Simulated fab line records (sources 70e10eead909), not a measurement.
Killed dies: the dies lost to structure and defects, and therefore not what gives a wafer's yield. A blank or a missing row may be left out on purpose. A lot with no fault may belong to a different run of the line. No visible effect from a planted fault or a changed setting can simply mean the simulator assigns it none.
Check of tool commonality || flow nand-harc || Lots sampled 11, wafers sampled 33

WHY THIS WAS OPENED
At NHARC_P_GATE_CD_MEAS_26 the reading cd-nm is flagged on 1 of 11 lots. No-fault wafers: 119.7 nm, standard deviation 0.52.
Rule: a lot is flagged when every wafer of it that has a number lies more than 4 standard deviations from that mean, or none has a number. The rest of the lots are taken to be sound.

{"lot": "L279", "measured": "day 4 22:45", "on": "cd-sem-03", "cd-nm (nm), wafer by wafer": "119.2 119.6 119.4", "flag": ""}
{"lot": "L283", "measured": "day 6 20:32", "on": "cd-sem-02", "cd-nm (nm), wafer by wafer": "94.2 93.3 93.7", "flag": "FLAGGED"}
{"lot": "L291", "measured": "day 10 07:20", "on": "cd-sem-01", "cd-nm (nm), wafer by wafer": "119.3 120.3 119.5", "flag": ""}
{"lot": "L293", "measured": "day 11 01:23", "on": "cd-sem-02", "cd-nm (nm), wafer by wafer": "119.1 119.2 118.8", "flag": ""}
{"lot": "L294", "measured": "day 11 01:32", "on": "cd-sem-03", "cd-nm (nm), wafer by wafer": "119.2 119.3 118.9", "flag": ""}
{"lot": "L292", "measured": "day 11 01:41", "on": "cd-sem-01", "cd-nm (nm), wafer by wafer": "120.6 120.8 120.6", "flag": ""}
{"lot": "L295", "measured": "day 11 11:23", "on": "cd-sem-01", "cd-nm (nm), wafer by wafer": "120.6 120.8 120.0", "flag": ""}
{"lot": "L296", "measured": "day 11 23:07", "on": "cd-sem-02", "cd-nm (nm), wafer by wafer": "119.3 119.6 119.6", "flag": ""}
{"lot": "L298", "measured": "day 13 03:53", "on": "cd-sem-02", "cd-nm (nm), wafer by wafer": "119.3 120.6 119.4", "flag": ""}
{"lot": "L302", "measured": "day 14 13:52", "on": "cd-sem-01", "cd-nm (nm), wafer by wafer": "119.9 120.0 119.7", "flag": ""}
{"lot": "L301", "measured": "day 14 14:33", "on": "cd-sem-01", "cd-nm (nm), wafer by wafer": "119.8 119.5 119.9", "flag": ""}
The numbers of the flagged lots are 93.7 nm on average: -26.0 nm against the usual, or -50 standard deviations.

EACH LOT AND THE TOOL IT RAN ON
The record holds 2 process steps before the reading, out of a route of 1302 steps. In each cell: the tool, then ch and the chambers that the sampled wafers went through, then the start.
{"lot": "L279", "flag": "", "NHARC_P_STI_ETCH_31": "rie-diel-05 ch 0,2,3, day 4 22:37 or earlier", "NHARC_P_GATE_EXPOSE_23": "arfi-scanner-02 ch 0, day 4 22:37"}
{"lot": "L283", "flag": "FLAGGED", "NHARC_P_STI_ETCH_31": "rie-diel-13 ch 1,2,3, day 6 20:23 or earlier", "NHARC_P_GATE_EXPOSE_23": "arfi-scanner-03 ch 0, day 6 20:23"}
{"lot": "L291", "flag": "", "NHARC_P_STI_ETCH_31": "rie-diel-05 ch 0,3, day 10 07:12 or earlier", "NHARC_P_GATE_EXPOSE_23": "arfi-scanner-03 ch 0, day 10 07:12"}
{"lot": "L293", "flag": "", "NHARC_P_STI_ETCH_31": "rie-diel-02 ch 0,2,3, day 11 01:14 or earlier", "NHARC_P_GATE_EXPOSE_23": "arfi-scanner-03 ch 0, day 11 01:14"}
{"lot": "L294", "flag": "", "NHARC_P_STI_ETCH_31": "rie-diel-13 ch 0,1,3, day 11 01:23 or earlier", "NHARC_P_GATE_EXPOSE_23": "arfi-scanner-02 ch 0, day 11 01:23"}
{"lot": "L292", "flag": "", "NHARC_P_STI_ETCH_31": "rie-diel-02 ch 0,1, day 11 01:32 or earlier", "NHARC_P_GATE_EXPOSE_23": "arfi-scanner-03 ch 0, day 11 01:32"}
{"lot": "L295", "flag": "", "NHARC_P_STI_ETCH_31": "rie-diel-02 ch 1,2, day 11 11:14 or earlier", "NHARC_P_GATE_EXPOSE_23": "arfi-scanner-01 ch 0, day 11 11:14"}
{"lot": "L296", "flag": "", "NHARC_P_STI_ETCH_31": "rie-diel-05 ch 0,3, day 11 22:59 or earlier", "NHARC_P_GATE_EXPOSE_23": "arfi-scanner-03 ch 0, day 11 22:59"}
{"lot": "L298", "flag": "", "NHARC_P_STI_ETCH_31": "rie-diel-13 ch 0,1,3, day 13 03:46 or earlier", "NHARC_P_GATE_EXPOSE_23": "arfi-scanner-01 ch 0, day 13 03:46"}
{"lot": "L302", "flag": "", "NHARC_P_STI_ETCH_31": "rie-diel-13 ch 0,1,3, day 14 13:44 or earlier", "NHARC_P_GATE_EXPOSE_23": "arfi-scanner-03 ch 0, day 14 13:44"}
{"lot": "L301", "flag": "", "NHARC_P_STI_ETCH_31": "rie-diel-13 ch 1,3, day 14 14:25 or earlier", "NHARC_P_GATE_EXPOSE_23": "arfi-scanner-02 ch 0, day 14 14:25"}
These steps, and what they do:
- NHARC_P_STI_ETCH_31: etches the open film in CF4/CHF3, target depth 108.9 nm, time 54.5 s.
- NHARC_P_GATE_EXPOSE_23: exposes mask P GATE, target cd 120 nm.
- NHARC_P_GATE_CD_MEAS_26: target cd 120 nm.

FLAGGED AGAINST TOTAL, ONE TOOL AT A TIME (gauges that did the reading follow at the end)
{"step": "NHARC_P_STI_ETCH_31", "tool": "rie-diel-02", "lots run": 3, "flagged": 0, "share of the flagged lots": "none", "sound lots run after its first flagged lot": "-"}
{"step": "NHARC_P_STI_ETCH_31", "tool": "rie-diel-05", "lots run": 3, "flagged": 0, "share of the flagged lots": "none", "sound lots run after its first flagged lot": "-"}
{"step": "NHARC_P_STI_ETCH_31", "tool": "rie-diel-13", "lots run": 5, "flagged": 1, "share of the flagged lots": "all", "sound lots run after its first flagged lot": "4 (L294,L298,L301,L302)"}
{"step": "NHARC_P_GATE_EXPOSE_23", "tool": "arfi-scanner-01", "lots run": 2, "flagged": 0, "share of the flagged lots": "none", "sound lots run after its first flagged lot": "-"}
{"step": "NHARC_P_GATE_EXPOSE_23", "tool": "arfi-scanner-02", "lots run": 3, "flagged": 0, "share of the flagged lots": "none", "sound lots run after its first flagged lot": "-"}
{"step": "NHARC_P_GATE_EXPOSE_23", "tool": "arfi-scanner-03", "lots run": 6, "flagged": 1, "share of the flagged lots": "all", "sound lots run after its first flagged lot": "5 (L291,L293,L292,L296,L302)"}
{"step": "NHARC_P_GATE_CD_MEAS_26", "tool": "cd-sem-01", "lots run": 5, "flagged": 0, "share of the flagged lots": "none", "sound lots run after its first flagged lot": "-"}
{"step": "NHARC_P_GATE_CD_MEAS_26", "tool": "cd-sem-02", "lots run": 4, "flagged": 1, "share of the flagged lots": "all", "sound lots run after its first flagged lot": "3 (L293,L296,L298)"}
{"step": "NHARC_P_GATE_CD_MEAS_26", "tool": "cd-sem-03", "lots run": 2, "flagged": 0, "share of the flagged lots": "none", "sound lots run after its first flagged lot": "-"}
With no start given for some of its lots, NHARC_P_STI_ETCH_31 uses the hours and lot order of NHARC_P_GATE_EXPOSE_23.

WHAT THE TABLE PERMITS
All flagged lots were run by 3 table rows, namely rie-diel-13 at NHARC_P_STI_ETCH_31, arfi-scanner-03 at NHARC_P_GATE_EXPOSE_23, cd-sem-02 at NHARC_P_GATE_CD_MEAS_26.
- rie-diel-13 at NHARC_P_STI_ETCH_31: 1 of its 5 lots flagged. After the first flagged lot (L294, L298, L301, L302), sound lots still ran on it; a lasting fault on the whole tool would not permit that.
- arfi-scanner-03 at NHARC_P_GATE_EXPOSE_23: 1 of its 6 lots flagged. After the first flagged lot (L291, L293, L292, L296, L302), sound lots still ran on it; a lasting fault on the whole tool would not permit that.
- cd-sem-02 at NHARC_P_GATE_CD_MEAS_26: 1 of its 4 lots flagged. After the first flagged lot (L293, L296, L298), sound lots still ran on it; a lasting fault on the whole tool would not permit that.
None of the table's rows ran every flagged lot and, after the first, no sound lot.

WHAT THE SIMULATOR HAD PUT IN
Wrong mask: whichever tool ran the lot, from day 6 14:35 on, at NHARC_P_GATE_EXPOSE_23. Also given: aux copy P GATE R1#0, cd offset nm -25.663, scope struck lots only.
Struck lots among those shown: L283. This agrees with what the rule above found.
